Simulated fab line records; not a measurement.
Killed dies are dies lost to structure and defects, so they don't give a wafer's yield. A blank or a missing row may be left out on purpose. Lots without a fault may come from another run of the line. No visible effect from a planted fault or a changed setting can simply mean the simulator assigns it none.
Matching of chambers | flow n5_finfet | N5_BEOL_M11_ETCH_62 on rie_diel-06 has 4 sister chambers
The step etches SOC in N2/H2, target depth 110 nm, overetch 22 nm, time 165 s. 14 wafers are shown with their chamber, then 7 later ones without.

== WAFERS WITH THEIR CHAMBER ==
wafer  | chamber | showerhead_plenum_p_Torr (Torr) | drypump_motor_current_A (A) | throttle_valve_pct (%)
L272.1 | 0       | 2.60                            | 5.8                         | 17.91
L272.3 | 3       | 2.47                            | 5.9                         | 17.90
L272.4 | 3       | 2.47                            | 5.9                         | 17.90
L278.2 | 1       | 2.66                            | 6.4                         | 18.48
L278.5 | 3       | 2.47                            | 5.9                         | 17.93
L278.6 | 0       | 2.60                            | 5.8                         | 17.92
L282.1 | 2       | 2.70                            | 5.4                         | 17.61
L282.5 | 3       | 2.46                            | 5.9                         | 17.94
L282.6 | 2       | 2.70                            | 5.5                         | 17.58
L287.1 | 3       | 2.46                            | 5.9                         | 17.96
L287.4 | 2       | 2.69                            | 5.4                         | 17.62
L287.5 | 3       | 2.46                            | 5.9                         | 17.96
L285.1 | 2       | 2.69                            | 5.4                         | 17.63
L285.5 | 3       | 2.46                            | 5.9                         | 17.96

SIGNATURES, as means of the wafers listed above
reading                  | chamber 0 | chamber 1 | chamber 2 | chamber 3 | scatter within a chamber
showerhead_plenum_p_Torr | 2.6000    | 2.6600    | 2.6950    | 2.4643    | 0.00521
drypump_motor_current_A  | 5.800     | 6.400     | 5.425     | 5.900     | 0.0274
throttle_valve_pct       | 17.9150   | 18.4800   | 17.6100   | 17.9357   | 0.0241
Rule: for each reading, subtract the chamber's mean from the wafer's reading, divide by that reading's scatter and square the result; add these up over the readings and take the root, which gives the wafer's distance from the chamber. The wafer belongs to the nearest chamber; if the next one is less than 2 further off, it can't be placed. How the scatter is found: for the shown wafers, subtract from each reading the mean of its chamber, square and add these, divide the total by (wafers less chambers), then take the root.

== WAFERS WITHOUT THEIR CHAMBER ==
wafer  | showerhead_plenum_p_Torr (Torr) | drypump_motor_current_A (A) | throttle_valve_pct (%)
L285.6 | 2.59                            | 5.8                         | 17.96
L295.3 | 2.45                            | 5.9                         | 17.99
L295.5 | 2.45                            | 5.9                         | 18.00
L295.6 | 2.68                            | 5.4                         | 17.68
L289.3 | 2.68                            | 5.5                         | 17.64
L289.4 | 2.58                            | 5.8                         | 18.01
L289.5 | 2.45                            | 5.9                         | 17.99

== EACH ONE'S CHAMBER ==
wafer  | from the rows above | in truth
L285.6 | 0                   | 0
L295.3 | 3                   | 3
L295.5 | 3                   | 3
L295.6 | 2                   | 2
L289.3 | 2                   | 2
L289.4 | 0                   | 0
L289.5 | 3                   | 3
Placed correctly: 7 of 7. Number that these rows cannot place: 0. Placed wrongly: 0.
